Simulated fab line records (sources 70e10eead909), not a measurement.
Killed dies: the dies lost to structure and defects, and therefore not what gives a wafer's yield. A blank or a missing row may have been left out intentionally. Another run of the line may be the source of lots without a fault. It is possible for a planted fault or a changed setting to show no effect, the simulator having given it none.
Which tool did it?	flow nand-harc	12 lots with 36 wafers sampled at 6 steps, on a route of 1302 steps

WHAT EACH GAUGE READ, for each wafer
NHARC_A_ONON_D1_THK_MEAS_11: measures by ellipsometry.
lot	measured	on	thk-nm (nm)
L314	day 8 08:19	film-metro-01	999 999 998
L315	day 8 21:35	film-metro-02	990 987 988
L318	day 9 20:20	film-metro-01	1002 1001 1002
L317	day 9 20:22	film-metro-02	993 993 992
L321	day 11 03:04	film-metro-01	1015 1015 1016
L323	day 11 23:01	film-metro-02	1012 1014 1013
L324	day 12 16:59	film-metro-02	991 989 989
L325	day 12 17:04	film-metro-01	1004 1005 1005
L326	day 13 02:27	film-metro-01	1007 1004 1004
L329	day 14 22:35	film-metro-01	983 984 984
L334	day 16 20:35	film-metro-01	997 995 994
L335	day 17 02:32	film-metro-01	1005 1005 1005

NHARC_A_ONON_D1_THK_MEAS_18: measures by ellipsometry.
lot	measured	on	thk-nm (nm)
L314	day 8 16:59	film-metro-01	992 992 992
L315	day 9 05:55	film-metro-01	1021 1022 1020
L318	day 10 07:50	film-metro-02	998 998 997
L317	day 10 07:49	film-metro-01	997 999 998
L321	day 11 12:13	film-metro-02	993 990 991
L323	day 12 07:37	film-metro-02	1001 999 998
L324	day 13 01:20	film-metro-01	1019 1017 1018
L325	day 13 01:20	film-metro-02	1006 1005 1004
L326	day 13 10:48	film-metro-02	1019 1015 1018
L329	day 15 06:55	film-metro-02	984 983 982
L334	day 17 04:58	film-metro-01	1008 959 959
L335	day 17 12:37	film-metro-02	1006 1008 957

NHARC_END_SORT_01.
lot	measured	on	killed-at-array	killed-at-other	killed-at-periphery	killed-dies	killed-open	killed-short
L334	day 33 06:00	prober-01	54 672 675	2 0 1	1 5 1	57 677 677	3 7 4	4 3 1
L335	day 33 13:12	prober-02	51 28 669	2 0 3	4 4 5	57 32 677	2 3 3	4 1 3

TOOL THAT RAN EACH LOT (tool first, then ch and the chambers of the sampled wafers, then the start)
lot	NHARC_P_BONDPAD_ACTIVATE_29	NHARC_A_ZERO_WELL_ETCH_19	NHARC_A_ONON_D1_DEP_16
L314	rie-diel-12 ch 0,3, day 7 05:41	rie-diel-07 ch 0,1, day 7 07:08	pecvd-onon-03 ch 0, day 8 16:29
L315	rie-diel-03 ch 1,3, day 7 19:57	rie-diel-07 ch 0,2,3, day 7 21:28	pecvd-onon-03 ch 0, day 9 05:28
L318	rie-diel-03 ch 1,2, day 8 17:46	rie-diel-07 ch 0,1, day 8 19:17	pecvd-onon-03 ch 0, day 10 07:26
L317	rie-diel-12 ch 1,3, day 8 18:45	rie-diel-07 ch 0,1,2, day 8 20:16	pecvd-onon-04 ch 0, day 10 07:22
L321	rie-diel-12 ch 0,2, day 9 23:57	rie-diel-07 ch 1,3, day 10 01:19	pecvd-onon-03 ch 0, day 11 11:46
L323	rie-diel-03 ch 0,1, day 10 21:55	rie-diel-07 ch 0,1,3, day 10 23:17	pecvd-onon-03 ch 0, day 12 07:13
L324	rie-diel-12 ch 0,1, day 11 12:18	rie-diel-07 ch 0,1,3, day 11 13:49	pecvd-onon-04 ch 0, day 13 00:50
L325	rie-diel-03 ch 2,3, day 11 16:09	rie-diel-07 ch 0,1,2, day 11 17:38	pecvd-onon-03 ch 0, day 13 00:50
L326	rie-diel-08 ch 0,1,2, day 12 01:36	rie-diel-07 ch 1,2, day 12 03:04	pecvd-onon-03 ch 0, day 13 10:17
L329	rie-diel-12 ch 0,2,3, day 13 17:22	rie-diel-07 ch 0,1,2, day 13 18:53	pecvd-onon-03 ch 0, day 15 06:27
L334	rie-diel-03 ch 0,2, day 15 20:17	rie-diel-07 ch 0,2, day 15 21:39	pecvd-onon-03 ch 0, day 17 04:31
L335	rie-diel-12 ch 0,2,3, day 16 00:36	rie-diel-07 ch 0,2,3, day 16 02:06	pecvd-onon-03 ch 0, day 17 12:07
- NHARC_P_BONDPAD_ACTIVATE_29: chemistry N2, time 60 s.
- NHARC_A_ZERO_WELL_ETCH_19: etches the open film in N2/H2, target depth 80 nm, overetch 24 nm, time 87.88 s.
- NHARC_A_ONON_D1_DEP_16: target thk 1000 nm.

AS READ BY THE TOOLS THEMSELVES (means over the sampled wafers that have a number; for cases with no such wafer, the mark the record gives instead)
NHARC_P_BONDPAD_ACTIVATE_29.
lot	tool	drypump-motor-current-A (A)	oes-product-au (a.u.)	rf-vpp-V (V)	showerhead-plenum-p-Torr (Torr)
L314	rie-diel-12	5.2	1.008	63.3	1.72
L315	rie-diel-03	5.3	1.002	65.0	1.82
L318	rie-diel-03	5.8	1.006	63.9	1.76
L317	rie-diel-12	5.7	1.000	64.8	1.84
L321	rie-diel-12	5.3	1.004	63.8	1.72
L323	rie-diel-03	6.0	1.003	63.7	1.75
L324	rie-diel-12	5.2	1.007	63.6	1.74
L325	rie-diel-03	5.5	1.008	64.4	1.82
L326	rie-diel-08	5.5	1.003	63.7	1.80
L329	rie-diel-12	5.5	0.989	63.8	1.76
L334	rie-diel-03	6.2	1.019	63.7	1.73
L335	rie-diel-12	5.5	0.995	64.6	1.76

NHARC_A_ZERO_WELL_ETCH_19.
lot	tool	drypump-motor-current-A (A)	oes-product-au (a.u.)	rf-vpp-V (V)	showerhead-plenum-p-Torr (Torr)	throttle-valve-pct (%)
L314	rie-diel-07	5.27	0.997	432.3	2.12	14.177
L315	rie-diel-07	5.37	1.009	434.4	2.17	14.163
L318	rie-diel-07	5.26	1.002	432.7	2.12	14.174
L317	rie-diel-07	5.26	1.000	434.0	2.13	14.186
L321	rie-diel-07	5.36	1.011	433.8	2.16	14.180
L323	rie-diel-07	5.32	1.010	432.4	2.14	14.173
L324	rie-diel-07	5.32	1.005	433.1	2.14	14.170
L325	rie-diel-07	5.27	1.005	433.2	2.13	14.165
L326	rie-diel-07	5.27	1.006	433.6	2.15	14.163
L329	rie-diel-07	5.27	1.006	432.3	2.13	14.169
L334	rie-diel-07	5.34	1.015	433.0	2.15	14.170
L335	rie-diel-07	5.38	1.009	433.8	2.17	14.168

THE ANSWER, worked out from the rows above alone
Rule: the lots themselves supply what counts as usual. Put in order of their means at a reading, lots are off if they are a third of the lots or fewer, leave a main group of 4 or more, and stand apart from it by a gap of 3 or more times the standard deviation of the main group's means; of several such gaps the widest counts. Not used: any main group whose means are identical at the precision the tables above print for the reading. A lot without any number at a reading at which 4 lots or more have one is off too. Any other lot the step has rows for is counted as sound. The gauges are gone through in route order, then the tools' own readings, and for those a lot's mean is taken as printed above. At the first step where some lot is off, the reading lying furthest off is the one used; lots without a number count as furthest.
None of the lots is off at any reading shown; this tells nothing.

WHAT HAD BEEN PUT IN BY THE SIMULATOR
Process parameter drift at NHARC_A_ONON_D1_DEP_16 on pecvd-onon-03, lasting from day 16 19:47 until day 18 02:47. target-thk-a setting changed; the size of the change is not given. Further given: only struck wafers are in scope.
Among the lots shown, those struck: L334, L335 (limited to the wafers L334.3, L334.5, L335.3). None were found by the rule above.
